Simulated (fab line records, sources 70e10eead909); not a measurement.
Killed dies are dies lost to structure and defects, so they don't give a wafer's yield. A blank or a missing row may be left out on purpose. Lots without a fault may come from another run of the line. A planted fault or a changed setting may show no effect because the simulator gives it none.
A struck lot beside a sound one | flow nand_harc | 15 steps out of a route of 1159
Sound: wafers L197.3, L197.4, L197.6. Struck: wafers L206.3, L206.5. (L206.6 of the same lot was not struck and is left out.) The cause comes at the end.
At each step with rows: each side's tool, then ch and its chambers, then its first start. Under that, the readings that differ: sound wafers | struck wafers | difference of the means | sigmas: that difference in standard deviations of wafers without a fault.
alike: readings whose means differ by less than 2 such deviations, and words and numbers that are the same on both sides. not compared: withheld readings, readings that some wafer has no value for, bounds like >300 that may hide the same value, and numbers for which the record gives no deviation and whose values overlap.
The two part at a step that has a row with sigmas, a row that says differs or no value, or rows on one side only. Numbers that don't overlap but have no deviation are shown without sigmas and don't part them. A reading that every wafer of one side lacks parts them only if that side has two wafers or more.

first, 4 steps without rows for these wafers: NHARC_A_M1_EBR_05; NHARC_A_M1_EXPOSE_06 (exposes mask A M1, target cd 120 nm); NHARC_A_M1_PEB_07 (peb time 65 s); NHARC_A_M1_DEVELOP_08 (develop time 35 s).
NHARC_A_M1_CD_MEAS_09: target cd 120 nm.
  sound on cd_sem-02 ch 0, day 20 01:37; struck on cd_sem-01 ch 0, day 22 07:54
  reading    | sound             | struck      | difference | sigmas
  cd_nm (nm) | 118.8 119.3 118.8 | 119.8 120.5 | +1.2       | +3
NHARC_A_M1_OVL_MEAS_10: pitch 240 nm.
  sound on overlay-02, day 20 01:43; struck on overlay-01, day 22 07:59
  reading           | sound       | struck    | difference | sigmas
  overlay_y_nm (nm) | 0.6 0.2 0.9 | -1.6 -1.4 | -2.1       | -2
  alike: overlay_x_nm
NHARC_A_M1_INSPECT_11:
  sound on defect_inspect-01, day 20 01:45; struck on defect_inspect-02, day 22 08:02
  alike: raw_defect_count
NHARC_A_M1_DESCUM_14: chemistry O2, time 3 s.
  sound on rie_diel-06 ch 1,2, day 20 01:49; struck on rie_diel-06 ch 1,2, day 22 08:05
  alike: drypump_motor_current_A, oes_product_au, rf_vpp_V, showerhead_plenum_p_Torr, throttle_valve_pct
  not compared: rf_hours_counter_h
NHARC_A_M1_ETCH_35: etches the open film in N2/H2, target depth 40 nm, overetch 12 nm, time 43.94 s.
  sound on rie_diel-06 ch 0,1,3, day 20 01:55; struck on rie_diel-06 ch 0,2, day 22 08:11
  alike: drypump_motor_current_A, oes_product_au, rf_vpp_V, showerhead_plenum_p_Torr, throttle_valve_pct
  not compared: rf_hours_counter_h
NHARC_A_M1_ETCH_15: etches the open film in C4F8/Ar, target depth 182.5 nm, time 91.2 s.
  sound on rie_diel-06 ch 0,2,3; struck on rie_diel-06 ch 0
  alike: oes_product_au, rf_vpp_V
  not compared: rf_hours_counter_h
NHARC_A_M1_CD_MEAS_16:
  sound on cd_sem-02, day 20 02:07; struck on cd_sem-03, day 22 08:23
  alike: cd_nm
NHARC_A_M1_STRIP_18: strips in N2/H2.
  sound on rie_diel-01 ch 1,2,3, day 20 02:13; struck on rie_diel-01 ch 0, day 22 08:28
  alike: drypump_motor_current_A, oes_product_au, power_w, rf_vpp_V, showerhead_plenum_p_Torr, throttle_valve_pct
  not compared: rf_hours_counter_h
NHARC_A_M1_ETCH_28: etches the open film in CF4/N2, target depth 30 nm, time 72.99 s.
  sound on rie_diel-01 ch 1,2, day 20 02:26; struck on rie_diel-01 ch 0, day 22 08:43
  reading               | sound             | struck      | difference | sigmas
  oes_product_au (a.u.) | 1.003 0.987 1.012 | 0.878 0.875 | -0.124     | -14
  alike: drypump_motor_current_A, rf_vpp_V, showerhead_plenum_p_Torr, throttle_valve_pct
  not compared: rf_hours_counter_h
then, 2 steps without rows for these wafers: NHARC_A_M1_STRIP_19 (strips in post etch residue remover, time 600 s); NHARC_END_SORT_01.

WHERE THEY PART
First at NHARC_A_M1_CD_MEAS_09; last, within this record, at NHARC_A_M1_ETCH_28.

WHY: what the simulator had put in
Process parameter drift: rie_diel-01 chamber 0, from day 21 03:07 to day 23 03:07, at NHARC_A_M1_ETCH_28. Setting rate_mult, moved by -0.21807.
